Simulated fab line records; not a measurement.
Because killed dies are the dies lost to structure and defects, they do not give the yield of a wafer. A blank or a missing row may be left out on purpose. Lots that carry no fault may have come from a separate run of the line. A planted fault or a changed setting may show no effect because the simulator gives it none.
Matching of chambers -- flow n5Finfet -- rieDiel-02 running N5_DUMMY_GATE_ETCH_42: 4 sister chambers
The step etches SiO2 in CHF3/O2, target depth 3.5 nm, time 31 s. 8 wafers are shown with their chamber, then 9 later ones without.

WAFERS, EACH WITH ITS CHAMBER
wafer,chamber,drypumpMotorCurrentA (A),rfVppV (V)
L074.6,3,5.5,40.6
L081.3,1,6.4,42.5
L081.6,2,6.3,40.4
L083.4,1,6.4,42.8
L083.5,0,6.3,42.0
L088.1,0,6.3,42.6
L088.2,2,6.4,42.0
L088.4,3,5.6,41.0

WAFERS MISSING THEIR CHAMBER
wafer,drypumpMotorCurrentA (A),rfVppV (V)
L089.3,6.3,43.5
L089.4,6.4,42.3
L089.6,6.3,42.1
L093.3,6.4,41.2
L093.4,6.3,44.6
L093.6,5.5,41.3
L094.1,6.3,44.6
L094.4,6.3,42.2
L094.5,6.3,43.6

EACH ONE'S CHAMBER
wafer,from the rows above,in truth
L089.3,can't be placed: 0 or 1 or 2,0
L089.4,can't be placed: 1 or 0 or 2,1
L089.6,can't be placed: 0 or 2 or 1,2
L093.3,can't be placed: 2 or 1 or 0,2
L093.4,can't be placed: 0 or 1 or 2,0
L093.6,3,3
L094.1,can't be placed: 0 or 1 or 2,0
L094.4,can't be placed: 0 or 2 or 1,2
L094.5,can't be placed: 0 or 1 or 2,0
Correctly placed: 1 of 9. Unplaceable from these rows: 8, with the true chamber sitting among the candidates in 8. Number placed wrongly: 0.
How it was worked out, from the rows above alone: a wafer's distance from a chamber is the root of the sum, over the readings, of the square of ((its reading less the chamber's mean) divided by the reading's scatter). The wafer belongs to the nearest chamber; if the next one is less than 2 further off, it can't be placed. A chamber's mean is the mean of its shown wafers. The scatter: the root of (the sum of the squares of (reading less its chamber's mean) over the shown wafers, divided by (wafers less chambers)).
